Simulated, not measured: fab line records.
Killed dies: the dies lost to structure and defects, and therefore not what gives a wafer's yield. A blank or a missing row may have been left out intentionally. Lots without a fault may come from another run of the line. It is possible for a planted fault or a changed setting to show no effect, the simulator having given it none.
Which tool is to blame? ; flow n5 finfet ; at 1 step of a route of 1938, 12 lots with 33 wafers sampled

== WHAT THE GAUGES READ, wafer by wafer ==
N5_MIM_TOP_LITHO_OVL_MEAS_11.
lot;measured;on;MIM_TOP_OVL (nm)
L147;day 12 08:19;overlay-01;-11 1
L145;day 12 09:01;overlay-02;0 -4
L149;day 13 02:28;overlay-02;0 -2 -4
L151;day 13 02:37;overlay-02;-3 -2 1
L156;day 14 20:20;overlay-02;0 10
L154;day 14 22:08;overlay-01;0 12 3
L157;day 14 22:23;overlay-02;3 8 9
L160;day 16 06:10;overlay-02;6 12 -1
L161;day 16 09:41;overlay-02;-9 0 -8
L164;day 16 17:13;overlay-02;-3 -4 4
L163;day 16 19:24;overlay-02;1 8 3
L168;day 17 22:52;overlay-01;5 4 -3

== WHICH TOOL RAN EACH LOT (tool, then ch and the chambers of the sampled wafers, then the start) ==
Record: no process step prior to these readings.

== AS READ BY THE TOOLS THEMSELVES (means over the sampled wafers that have a number; for cases with no such wafer, the mark the record gives instead) ==
The record holds no such reading with a usual standard deviation.

== THE ANSWER, worked out from the rows above alone ==
Rule: the lots themselves supply what counts as usual. Put in order of their means at a reading, lots are off if they are a third of the lots or fewer, leave a main group of 4 or more, and stand apart from it by a gap of 3 or more times the standard deviation of the main group's means; of several such gaps the widest counts. A main group is skipped when, at the precision printed for the reading in the tables above, its means are all equal. A lot without any number at a reading at which 4 lots or more have one is off too. The other lots that the step has rows for count as sound. After the gauges, taken in route order, come the tools' own readings; for these a lot's mean is taken, as printed above. At the first step where some lot is off, the reading lying furthest off is the one used; lots without a number count as furthest.
No lot is off at any reading shown: from this, nothing can be told.

== WHAT THE SIMULATOR HAD PUT IN ==
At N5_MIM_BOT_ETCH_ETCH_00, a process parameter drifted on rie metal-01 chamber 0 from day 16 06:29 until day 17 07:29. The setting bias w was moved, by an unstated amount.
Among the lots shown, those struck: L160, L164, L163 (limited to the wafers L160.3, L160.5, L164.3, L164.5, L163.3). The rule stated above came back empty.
